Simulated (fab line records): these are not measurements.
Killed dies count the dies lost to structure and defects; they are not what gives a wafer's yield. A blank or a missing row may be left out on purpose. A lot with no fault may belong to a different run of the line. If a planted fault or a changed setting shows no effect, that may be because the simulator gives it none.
fab line records	flow nandHarc
record lots=5	wafers=15	lastDay=31
route steps=1302 shown A_SGD_CUT@911 A_SLIT@922 END@1302
lots that met no fault: from a run of the same line without faults
startH: hours from the record's opening day to when the first of the lot's shown wafers began	waitH: time in hours since the lot's previous step	" as in the row above	L1.1+2: several wafers, shown together as one row	- either no value or no given start	* or withheld: withheld	< > ~ a bound
route shown NAME@n: a module of which the file shows steps, and the number in the route of the first	usual: average and standard deviation across the fault-free wafers	same: alike in all rows	chamber/n: place in a boat	sites: the reading at each site	_std_site: their standard deviation	_edge_site: inner sites' mean taken away from outer sites' mean	radiusMm: how far each site lies from the wafer's centre	mask NAME#n: copy n	behind: the last tool/chamber to shape the wafer	hold: cause of the lot's hold/its duration in hours/its outcome	device: transistor that didn't switch, given as n, p or np	end of line: at the end of the route, the tests of the same wafers	a step without rows: its recipe alone	killed: count of dies lost to structure and defects at first sort (not the wafer's yield)	map: shows each die of a wafer: x if killed, . if not, _ if none is there
set.NAME: setting as actually run; set.NAME@STEP: the setting as run at that earlier step	model.NAME: the simulator's own value behind a step, which no gauge read
lots at selected steps of the route; one table per step, one row per wafer
services: a tool's chamber out of use, with start hour (startH, from the record's first day; less than 0 if before it), hours out, and reason
## steps
# step NHARC_A_SGD_CUT_PRECLEAN_18
# recipe timeS=*	tempC=50	bathAgeMin=0	chemistry=SC1
# step NHARC_A_SGD_CUT_SRD_19
# step NHARC_A_SGD_CUT_DEP_20
# recipe targetThkA=1500	tempC=65	material=SiO2
# step NHARC_A_SGD_CUT_ANNEAL_27
# recipe tempC=450	timeS=1800
# step NHARC_A_SGD_CUT_CMP_21
# recipe targetThkNm=148.19
# step NHARC_A_SGD_CUT_THK_MEAS_22
# recipe thkMeasGauge=ellipsometry
# usual thkNm=147.7/1.6
lot.wafer	tool	chamber	startH	waitH	thkNm
L908.1	filmMetro-01	-	482.75	0.2	146.6
L908.2	"	-	"	"	148.7
L908.3	"	-	"	"	146.3
L916.1	filmMetro-02	-	546.59	0.2	149.3
L916.3	"	-	"	"	148.6
L916.4	"	-	"	"	147.8
L919.1	filmMetro-02	-	592.19	0.2	146.7
L919.4	"	-	"	"	146.6
L919.5	"	-	"	"	148.0
L918.1	filmMetro-01	-	592.19	0.2	148.0
L918.2	"	-	"	"	150.1
L918.5	"	-	"	"	146.6
L923.3	filmMetro-01	-	630.94	0.2	148.1
L923.4	"	-	"	"	145.9
L923.6	"	-	"	"	147.0
# step NHARC_A_SGD_CUT_SRD_23
# step NHARC_A_SGD_CUT_ETCH_26
# recipe targetDepthA=458	chemistry=dHF	material=SiO2
# step NHARC_A_SGD_CUT_ETCHBACK_24
# recipe targetDepthA=500	overEtchFrac=0.3	timeS=92.857	ionEnergyEv=120	ch3fFlowSccm=50	o2FlowSccm=30	arFlowSccm=200	rfW=500	biasW=100	chemistry=CH3F/O2
# usual drypumpMotorCurrentA=6.0/0.42	o2FlowSccm=29.99/0.089	oesProductAu=0.97/0.037	rfVppV=244.0/1.5	showerheadPlenumPTorr=2.43/0.084	throttleValvePct=20.664/0.0094
lot.wafer	tool	chamber	startH	waitH	drypumpMotorCurrentA	o2FlowSccm	oesProductAu	rfHoursCounterH	rfVppV	showerheadPlenumPTorr	throttleValvePct
L908.3	rieDiel-13	3	482.97	0.1	5.4	29.92	0.91	5.6	247.4	2.57	20.662
L908.2	"	0	"	"	6.2	29.87	0.92	6.1	246.6	2.51	20.667
L908.1	"	1	"	"	5.7	29.94	0.91	7.0	243.2	2.41	20.681
L916.1	rieDiel-12	0	546.82	0.1	6.8	30.00	0.99	9.8	243.4	2.38	20.655
L916.4	"	1	"	"	6.4	30.01	1.02	9.5	247.8	2.59	20.680
L916.3	"	2	"	"	5.7	29.94	1.02	9.5	243.1	2.45	20.669
L918.1	rieDiel-13	0	592.41	0.2	6.2	30.06	0.99	3.2	245.5	2.50	20.663
L918.2	"	2	"	"	5.9	29.89	1.00	3.6	241.3	2.32	20.675
L918.5	"	0	"	"	6.2	30.14	0.98	-	245.7	2.50	20.679
L919.4	rieDiel-12	0	592.44	0.2	6.8	29.99	0.99	12.8	243.0	2.38	20.665
L919.1	"	1	"	"	6.4	30.01	1.01	12.6	245.1	2.59	20.656
L919.5	"	3	"	"	5.9	30.05	1.00	-	243.6	2.42	20.666
L923.4	rieDiel-02	2	631.18	0.2	5.7	29.96	0.93	4.4	244.1	2.42	20.666
L923.3	"	0	"	"	6.6	29.93	0.92	4.2	243.8	2.36	20.665
L923.6	"	2	"	"	5.7	29.92	0.93	-	243.7	2.42	20.667
# step NHARC_A_SGD_CUT_STRIP_28
# recipe timeS=20	o2FlowSccm=500	arFlowSccm=0	biasW=0	chemistry=O2
# step NHARC_A_SGD_CUT_INSPECT_25
# usual rawDefectCount=390/97
lot.wafer	tool	chamber	startH	waitH	rawDefectCount
L908.1	defectInspect-02	-	483.24	-	278
L908.2	"	-	"	"	415
L908.3	"	-	"	"	343
L916.1	defectInspect-02	-	547.05	-	354
L916.3	"	-	"	"	364
L916.4	"	-	"	"	306
L919.1	defectInspect-02	-	592.65	-	433
L919.4	"	-	"	"	401
L919.5	"	-	"	"	336
L918.1	defectInspect-01	-	592.65	-	450
L918.2	"	-	"	"	509
L918.5	"	-	"	"	383
L923.3	defectInspect-02	-	631.41	-	540
L923.4	"	-	"	"	526
L923.6	"	-	"	"	557
# step NHARC_A_SLIT_DEP_25
# recipe targetThkA=2000	tempC=400	pressureTorr=6.5	rfW=900	teosFlowSccm=161.4	flowSccm=2650	targetThkNm=200	gas=O2	material=SiO2
# usual heaterPowerW=548/87	throttleValvePct=16.4/0.37
lot.wafer	tool	chamber	startH	waitH	heaterPowerW	throttleValvePct
L908.3	pecvd-03	2	483.38	0.1	529	16.1
L908.2	"	0	"	"	641	16.8
L908.1	"	1	"	"	526	17.0
L916.3	pecvd-03	0	547.15	0.1	547	16.7
L916.1	"	1	"	"	500	17.0
L916.4	"	0	"	"	550	16.9
L919.1	pecvd-01	1	592.72	0.1	477	16.9
L919.4	"	1	"	"	355	16.5
L919.5	"	0	"	"	605	16.0
L918.2	pecvd-03	0	592.83	0.2	583	15.9
L918.1	"	2	"	"	510	15.5
L918.5	"	0	"	"	607	16.2
L923.3	pecvd-01	1	631.55	0.1	367	16.8
L923.4	"	2	"	"	551	16.5
L923.6	"	0	"	"	616	16.3
# step NHARC_A_SLIT_DEP_00
# recipe targetThkA=62000	tempC=400	material=aC
# usual throttleValvePct=35.002/0.0096
lot.wafer	tool	chamber	startH	waitH	throttleValvePct
L908.1	aclDep-01	0	488.58	-	34.999
L908.2	"	0	"	"	35.010
L908.3	"	0	"	"	35.016
L916.1	aclDep-01	0	550.57	-	35.006
L916.3	"	0	551.82	-	35.015
L916.4	"	0	"	"	35.004
L919.1	aclDep-03	0	593.06	-	34.997
L919.4	"	0	594.95	-	34.995
L919.5	"	0	"	"	34.984
L918.1	aclDep-02	0	593.17	-	35.017
L918.2	"	0	"	"	35.014
L918.5	"	0	595.68	-	34.988
L923.3	aclDep-02	0	633.06	-	34.993
L923.4	"	0	"	"	35.006
L923.6	"	0	634.92	-	35.016
# step NHARC_A_SLIT_DEP_23
# recipe targetThkA=1000	targetThkNm=100	tempC=400	pressureTorr=3.5	flowSccm=200	rfW=350	material=SiON
# usual heaterPowerW=751/86
lot.wafer	tool	chamber	startH	waitH	heaterPowerW
L908.3	pecvd-03	2	492.40	2.0	680
L908.1	"	0	"	"	823
L908.2	"	1	"	"	677
L916.3	pecvd-01	2	554.57	2.1	707
L916.1	"	1	"	"	651
L916.4	"	0	"	"	799
L919.1	pecvd-03	0	597.08	3.4	791
L919.5	"	1	"	"	783
L919.4	"	2	"	"	769
L918.2	pecvd-04	1	597.09	2.7	677
L918.1	"	2	"	"	802
L918.5	"	0	"	"	980
L923.3	pecvd-03	0	635.57	1.9	889
L923.6	"	1	"	"	787
L923.4	"	2	"	"	695
# step NHARC_A_SLIT_DEHYDRATE_01
# recipe tempC=150	timeS=120
# step NHARC_A_SLIT_HMDS_02
# recipe timeS=30
# step NHARC_A_SLIT_COAT_03
# recipe spinRpm=1500	resistThkNm=90
# step NHARC_A_SLIT_SOFTBAKE_04
# recipe tempC=105	timeS=55
# step NHARC_A_SLIT_EBR_05
# step NHARC_A_SLIT_EXPOSE_06
# recipe na=1.35	doseMj=60.82	maskId=SLIT
# step NHARC_A_SLIT_PEB_07
# recipe pebTempC=100	pebTimeS=65
# step NHARC_A_SLIT_DEVELOP_08
# recipe developTimeS=35	devTempC=23
# step NHARC_A_SLIT_CD_MEAS_09
# recipe targetCdNm=300	landingEnergyEv=500
# usual cdNm=299.9/0.64
lot.wafer	tool	chamber	startH	waitH	cdNm
L908.1	cdSem-03	0	493.08	-	301.2
L908.2	"	0	"	"	299.9
L908.3	"	0	"	"	299.4
L916.1	cdSem-03	0	555.26	-	300.5
L916.3	"	0	"	"	301.2
L916.4	"	0	"	"	300.5
L919.1	cdSem-03	0	597.76	-	301.0
L919.4	"	0	"	"	300.3
L919.5	"	0	"	"	300.9
L918.1	cdSem-02	0	597.79	-	299.5
L918.2	"	0	"	"	300.4
L918.5	"	0	"	"	299.6
L923.3	cdSem-02	0	636.12	-	299.0
L923.4	"	0	"	"	299.9
L923.6	"	0	"	"	300.2
# step NHARC_A_SLIT_OVL_MEAS_10
# usual overlayXNm=0.0/0.8	overlayYNm=0.0/0.77
lot.wafer	tool	chamber	startH	waitH	overlayXNm	overlayYNm
L908.1	overlay-01	-	493.18	-	-0.6	1.2
L908.2	"	-	"	"	-0.7	0.8
L908.3	"	-	"	"	-0.5	1.0
L916.1	overlay-02	-	555.35	-	-0.5	-0.2
L916.3	"	-	"	"	-0.6	-0.1
L916.4	"	-	"	"	-0.7	0.1
L919.1	overlay-02	-	597.85	-	1.2	0.1
L919.4	"	-	"	"	1.1	0.6
L919.5	"	-	"	"	1.2	0.4
L918.1	overlay-01	-	597.88	-	-1.1	-0.1
L918.2	"	-	"	"	-1.0	-0.3
L918.5	"	-	"	"	-1.4	-0.4
L923.3	overlay-01	-	636.21	-	0.1	0.2
L923.4	"	-	"	"	0.1	-0.7
L923.6	"	-	"	"	-0.1	-0.6
# step NHARC_A_SLIT_INSPECT_11
# usual rawDefectCount=61/33
lot.wafer	tool	chamber	startH	waitH	rawDefectCount
L908.1	defectInspect-01	-	493.21	0.0	55
L908.2	"	-	"	"	84
L908.3	"	-	"	"	66
L916.1	defectInspect-01	-	555.38	0.0	32
L916.3	"	-	"	"	29
L916.4	"	-	"	"	35
L919.1	defectInspect-02	-	597.89	0.0	19
L919.4	"	-	"	"	12
L919.5	"	-	"	"	17
L918.1	defectInspect-01	-	597.91	0.0	87
L918.2	"	-	"	"	103
L918.5	"	-	"	"	77
L923.3	defectInspect-02	-	636.25	0.0	71
L923.4	"	-	"	"	71
L923.6	"	-	"	"	56
# step NHARC_A_SLIT_DESCUM_14
# recipe timeS=3	o2FlowSccm=200	arFlowSccm=0	biasPowerW=0	chemistry=O2
# step NHARC_A_SLIT_ETCH_24
# recipe targetDepthA=1210	timeS=60.5	cf4FlowSccm=100	chf3FlowSccm=30	arFlowSccm=0	rfW=500	biasW=200	chemistry=CF4/CHF3
# usual chf3FlowSccm=30.00/0.088	drypumpMotorCurrentA=5.68/0.28	oesProductAu=0.962/0.021	rfVppV=370.2/2	showerheadPlenumPTorr=1.56/0.052	throttleValvePct=16.801/0.0097
lot.wafer	tool	chamber	startH	waitH	chf3FlowSccm	drypumpMotorCurrentA	oesProductAu	rfHoursCounterH	rfVppV	showerheadPlenumPTorr	throttleValvePct
L908.1	rieDiel-05	3	493.36	0.1	29.98	5.61	0.944	6	371.5	1.58	16.802
L908.3	"	0	"	"	29.97	5.89	0.962	6	371.8	1.59	16.797
L908.2	"	1	"	"	30.05	5.29	0.935	5	373.2	1.62	16.808
L916.1	rieDiel-08	1	555.54	0.1	30.01	5.91	0.957	0	373.9	1.63	16.809
L916.3	"	2	"	"	29.94	6.00	0.964	0	369.1	1.49	16.817
L916.4	"	3	"	"	30.00	5.27	0.962	0	366.5	1.48	16.799
L919.4	rieDiel-05	0	598.04	0.1	30.02	5.90	0.953	0	370.2	1.59	16.800
L919.1	"	1	"	"	30.00	5.26	0.954	0	371.4	1.62	16.794
L919.5	"	0	"	"	30.10	5.90	0.965	-	371.8	1.59	16.808
L918.1	rieDiel-01	2	598.07	0.1	30.08	5.46	0.937	1	372.9	1.64	16.798
L918.2	"	3	"	"	29.94	6.19	0.979	1	366.8	1.49	16.806
L918.5	"	0	"	"	29.97	5.77	0.977	-	368.9	1.53	16.786
L923.3	rieDiel-08	1	636.39	0.1	29.90	5.92	0.975	5	372.8	1.62	16.779
L923.4	"	3	"	"	29.98	5.28	0.958	5	367.9	1.47	16.808
L923.6	"	1	"	"	29.98	5.92	0.972	-	371.7	1.62	16.804
# step NHARC_A_SLIT_ETCH_15
# recipe targetDepthA=62000	overEtchFrac=0.3	timeS=1612	ionEnergyEv=150	o2FlowSccm=400	cosFlowSccm=20	arFlowSccm=0	rfW=500	biasW=300	chemistry=O2/COS
# usual drypumpMotorCurrentA=5.68/0.29	o2FlowSccm=400.2/1.2	oesProductAu=1.003/0.014	rfVppV=313.5/1.7	showerheadPlenumPTorr=3.08/0.11	throttleValvePct=28.329/0.0091
lot.wafer	tool	chamber	startH	waitH	drypumpMotorCurrentA	o2FlowSccm	oesProductAu	rfHoursCounterH	rfVppV	showerheadPlenumPTorr	throttleValvePct
L908.1	rieDiel-05	2	-	-	5.71	398.2	1.022	5	313.5	3.13	28.325
L908.2	"	0	"	"	5.90	398.9	1.011	6	313.7	3.15	28.326
L908.3	"	1	"	"	5.39	401.7	0.987	6	315.1	3.21	28.322
L916.1	rieDiel-08	1	-	-	5.92	400.5	0.998	0	315.2	3.22	28.334
L916.4	"	3	"	"	5.27	399.1	0.985	0	310.6	2.93	28.349
L916.3	"	0	"	"	5.48	401.6	1.012	0	313.2	3.07	28.340
L919.1	rieDiel-05	0	-	-	5.89	400.1	1.008	1	314.6	3.15	28.335
L919.4	"	2	"	"	5.74	399.6	1.006	0	313.9	3.12	28.327
L919.5	"	0	"	"	5.89	401.1	0.998	-	316.0	3.15	28.333
L918.2	rieDiel-01	0	-	-	5.70	401.9	1.009	1	310.9	3.02	28.321
L918.1	"	1	"	"	5.41	399.5	0.994	1	314.1	3.13	28.325
L918.5	"	3	"	"	6.21	401.6	1.020	-	311.5	2.96	28.333
L923.4	rieDiel-08	3	-	-	5.31	400.4	1.003	6	310.1	2.92	28.347
L923.3	"	0	"	"	5.47	401.4	0.999	6	313.9	3.07	28.332
L923.6	"	2	"	"	6.01	399.1	1.010	-	311.5	2.96	28.327
# step NHARC_A_SLIT_ETCH_17
# recipe biasV=900	sourceW=withheld	pressureMtorr=20	arFlowSccm=375	c4f8FlowSccm=83.3	o2FlowSccm=41.7	timeS=4254.5	targetDepthA=2.03e+05	chemistry=C4F8/O2/Ar
# step NHARC_A_SLIT_ETCH_26
# recipe biasV=400	sourceW=2000	pressureMtorr=25	timeS=90	arFlowSccm=375	c4f8FlowSccm=41.7	o2FlowSccm=83.3	targetDepthA=4000	chemistry=C4F8/O2/Ar
# step NHARC_A_SLIT_STRIP_28
# recipe o2FlowSccm=400	cosFlowSccm=20	arFlowSccm=0	biasW=0	chemistry=O2/COS
# step NHARC_A_SLIT_ETCH_29
# recipe targetDepthA=1000	overetchA=100	timeS=55	ionEnergyEv=100	cf4FlowSccm=80	o2FlowSccm=20	arFlowSccm=0	rfW=300	biasW=100	chemistry=CF4/O2
# step NHARC_A_SLIT_STRIP_18
# recipe o2FlowSccm=500	arFlowSccm=0	biasW=0	chemistry=O2
# step NHARC_A_SLIT_PRECLEAN_19
# recipe timeS=*	tempC=50	bathAgeMin=0	chemistry=SC1
# step NHARC_A_SLIT_SRD_20
# step NHARC_A_SLIT_CD_MEAS_21
# usual cdNm=289.4/1.1
lot.wafer	tool	chamber	startH	waitH	cdNm
L908.1	cdSem-03	-	499.68	-	290.9
L908.2	"	-	"	"	290.0
L908.3	"	-	"	"	290.4
L916.1	cdSem-02	-	562.38	-	290.7
L916.3	"	-	"	"	289.6
L916.4	"	-	"	"	290.4
L919.1	cdSem-02	-	604.27	-	288.6
L919.4	"	-	"	"	290.0
L919.5	"	-	"	"	288.6
L918.1	cdSem-02	-	607.33	-	288.6
L918.2	"	-	"	"	289.2
L918.5	"	-	"	"	289.3
L923.3	cdSem-02	-	642.60	-	290.3
L923.4	"	-	"	"	290.5
L923.6	"	-	"	"	290.8
# step NHARC_END_SORT_01
# recipe tempC=25
# usual killedAtArray=55/19	killedAtOther=0.9/1.4	killedAtPeriphery=3.8/2.9	killedDies=60/19	killedOpen=3.3/1.8	killedShort=2.6/1.6
# same grossDies=677
lot.wafer	tool	chamber	startH	waitH	killedAtArray	killedAtOther	killedAtPeriphery	killedDies	killedOpen	killedShort
L916.1	prober-02	0	667.92	2.5	611	0	12	623	2	2
L916.3	prober-02	0	669.50	3.1	598	0	11	609	5	3
L916.4	prober-02	0	670.30	3.4	607	0	11	618	4	2
# killed by level:class
L916.1 A_SLIT:areaDep=577 A_CHANNEL_HOLE_D2:chamberFilmFlake=14 A_SLIT:chamberFilmFlake=7 A_CONTACT:chamberFilmFlake=6 P_GATE:chamberFilmFlake=4 P_BONDPAD:chamberFilmFlake=4 A_CHANNEL_HOLE_D1:chamberFilmFlake=4 P_M0:geometricParticle:open=1
L916.3 A_SLIT:areaDep=570 A_CHANNEL_HOLE_D2:chamberFilmFlake=6 P_GATE:chamberFilmFlake=5 A_CHANNEL_HOLE_D1:chamberFilmFlake=5 A_CONTACT:chamberFilmFlake=5 A_SLIT:chamberFilmFlake=4 P_BONDPAD:chamberFilmFlake=3 A_STAIRCASE:chamberFilmFlake=2
L916.4 A_SLIT:areaDep=563 A_CHANNEL_HOLE_D2:chamberFilmFlake=12 A_CHANNEL_HOLE_D1:chamberFilmFlake=7 A_STAIRCASE:chamberFilmFlake=6 A_CONTACT:chamberFilmFlake=5 A_SLIT:chamberFilmFlake=4 P_STI:chamberFilmFlake=3 P_GATE:chamberFilmFlake=3
# map L916.1 (x killed, . not)
____________x____________
_________xxxxx.x_________
_______.xxxxxxxx.x_______
______xxx.xxxxxxxxx______
_____xxxxxxxxxxxxxxx_____
____.xx.xxxxxxxxxxxxx____
____xxxxxxxxxxxxxxxx.____
___xxxxxxxxxxxx.xxxxxx___
___xxxxxxxxxxxxxxxxxxx___
__.xxxxxxxxxxxxxxxxxxxx__
__.xxxx.xxxxxxxxxxxxxxx__
_xxxxxxxxxxxxxxxxxxxxxxx_
_x.xxxxxxxxxxxxxx.xxxxxx_
_x.xxxxxxxxxxxxxxxxxxxxx_
_xxxx.xxxxxxxxxxxxxxxxxx_
_xxxx.xxxxxxxxxxxxxxxxxx_
..xx.xxxxxxxxxxxxxxxxxxxx
xxxxx.xxxxxxxxxxxxxxxxxxx
xxxxxxxxxxxxxxxxxxxxxxxx.
xxxxxxxxxxxxxxxxxxxxxxxxx
xxxxxxxxxxxxxxxxxxxxxxxxx
_xxxxxxxxxxxxxxxxxxxxxx._
_xxxxxxxxxxxxxxxxxxxxx.x_
_x.xxxxxxxxxxxxxxxxxxxx._
_.xx.xxxxxxxxxxxxxxxxxxx_
_xxxxxxxxxxxxxxxxxxxxxxx_
__xx.xxxxxxxxxxxxx.xxxx__
__xxxxxxxxxxxxxxxxxxxxx__
___xx.xxxxxxxxxxxxxxxx___
___xxxxxxx.xxxxxxxxxx.___
____xxxxxxxxxx.xxxxxx____
____xx..xx.xxxxxxxxxx____
_____....xxx..xxxxx._____
______x..x.x.xxxxx.______
_______..xxxxxxx.x_______
_________.xx.xxx_________
____________.____________
# map L908.2 (x killed, . not)
____________.____________
_________......._________
_______..........._______
______...........x.______
_____..............x_____
____................x____
____.................____
___............x..xx..___
___.x.................___
__.................x...__
__xx...................__
_xx.......x............._
_x.xx..................._
_xx.x..................._
_xxxx.......x..........._
_xxxx.....x......x...x.._
.xxx.x...................
..x......................
xxx.x....................
.........................
..x..........x..........x
_...................xx.._
_...x..................._
_......................._
_x.....................x_
_x......................_
__x..x.................__
__...........x........x__
___...................___
___...........x.......___
____x................____
____........x........____
_____......x........_____
______.............______
_______..........._______
_________x..x..._________
____________.____________
## services
tool	chamber	startH	hours	kind
pecvd-03	0	465.60	1.8	repair
rieDiel-13	2	479.21	5.5	repair
pecvd-04	0	482.87	4.0	repair
aclDep-03	-	483.64	13.0	pm
pecvd-01	-	490.88	1.1	repair
pecvd-01	-	492.00	13.0	pm
rieDiel-01	2	504.50	6.8	repair
rieDiel-12	3	512.50	22.2	repair
rieDiel-13	-	519.00	9.0	pm
rieDiel-12	1	523.18	2.4	repair
pecvd-03	-	523.60	0.3	repair
rieDiel-01	-	528.95	0.2	repair
pecvd-03	-	530.37	1.0	repair
rieDiel-08	-	544.80	9.0	pm
pecvd-03	-	547.35	13.0	pm
aclDep-01	-	554.33	13.0	pm
rieDiel-01	-	557.80	9.0	pm
rieDiel-05	0	558.58	8.2	repair
rieDiel-01	3	568.70	3.7	repair
rieDiel-02	-	570.70	9.0	pm
pecvd-04	1	574.37	3.9	repair
rieDiel-05	-	583.60	9.0	pm
aclDep-02	-	613.23	13.0	pm
rieDiel-12	-	622.84	9.0	pm
## key
firstSign step=NHARC_END_SORT_01	reading=killedDies	direction=up	sigmas=29	usual=60	struck=617
effect step=NHARC_END_SORT_01	reading=killedAtArray	direction=up	sigmas=29	usual=55	struck=605
moreKillsBornAt NHARC_A_SLIT_DEP_00@aclDep-01=1710
metAt NHARC_A_SLIT_DEP_00
struckWafers L916.1,L916.3,L916.4
laterRowsLeftOut L916.1,L916.3,L916.4
testerLeftOut L916
onsetBetween 488.58 550.57
alsoFits NHARC_A_SLIT_DEP_23:pecvd-01
fault kind=processParameterDrift	tool=aclDep-01	chamber=-	onsetH=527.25	steps=NHARC_A_SLIT_DEP_00	channel=targetThkA	offset=*	shape=step	actsIn=*	stated=*
# testerLeftOut: of these lots the tester's yield and bins aren't shown, on N5 and GAA mostly nor the transistor test; their killed dies are dies lost to structure and defects alone, not to doping, threshold or leakage, so they don't give the yield
# laterRowsLeftOut: the simulator's readings of these wafers behind a module that went badly wrong aren't trusted and aren't shown, but for the sort
